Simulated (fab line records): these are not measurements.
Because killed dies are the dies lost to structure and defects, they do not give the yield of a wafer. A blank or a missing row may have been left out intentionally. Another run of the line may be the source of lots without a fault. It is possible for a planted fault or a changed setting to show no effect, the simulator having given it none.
Chamber matching :: flow n5_finfet :: N5_BEOL_M0_SAQP_PECVD_00 on pecvd-02 has 3 sister chambers
The step deposits SiCN from 3MS/NH3, target thk 8 nm, time 14 s. 3 wafers are shown with their chamber, then 9 later ones without.

== WAFERS WITH THEIR CHAMBER ==
wafer: L083.1
chamber: 1
showerhead_plenum_p_Torr (Torr): 3.658

wafer: L088.1
chamber: 2
showerhead_plenum_p_Torr (Torr): 3.673

wafer: L088.5
chamber: 0
showerhead_plenum_p_Torr (Torr): 3.669

== WAFERS WHOSE CHAMBER IS MISSING ==
wafer: L091.1
showerhead_plenum_p_Torr (Torr): 3.673

wafer: L091.2
showerhead_plenum_p_Torr (Torr): 3.671

wafer: L091.4
showerhead_plenum_p_Torr (Torr): 3.662

wafer: L092.1
showerhead_plenum_p_Torr (Torr): 3.660

wafer: L092.2
showerhead_plenum_p_Torr (Torr): 3.670

wafer: L092.6
showerhead_plenum_p_Torr (Torr): 3.651

wafer: L096.1
showerhead_plenum_p_Torr (Torr): 3.668

wafer: L096.5
showerhead_plenum_p_Torr (Torr): 3.663

wafer: L096.6
showerhead_plenum_p_Torr (Torr): 3.676

== THE CHAMBER EACH PASSED THROUGH ==
wafer: L091.1
from the rows above: can't be placed: 2 or 0
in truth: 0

wafer: L091.2
from the rows above: can't be placed: 0 or 2
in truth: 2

wafer: L091.4
from the rows above: can't be placed: 1 or 0
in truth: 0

wafer: L092.1
from the rows above: 1
in truth: 1

wafer: L092.2
from the rows above: can't be placed: 0 or 2
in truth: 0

wafer: L092.6
from the rows above: 1
in truth: 1

wafer: L096.1
from the rows above: can't be placed: 0 or 2
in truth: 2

wafer: L096.5
from the rows above: can't be placed: 1 or 0 or 2
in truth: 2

wafer: L096.6
from the rows above: can't be placed: 2 or 0
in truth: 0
2 of 9 placed correctly. Can't be placed from these rows: 7 (the true chamber is among the candidates in 7). Placed wrongly: 0.
How it was worked out, from the rows above alone: a wafer's distance from a chamber is the root of the sum, over the readings, of the square of ((its reading less the chamber's mean) divided by the reading's scatter). If the next closest chamber is less than 2 further off than the closest, the wafer can't be placed; otherwise it belongs to the closest. A chamber's mean is the mean of its shown wafers. The scatter (one wafer shown for each chamber): square how far every hidden wafer sits from the nearest shown wafer, average those squares and take the square root.
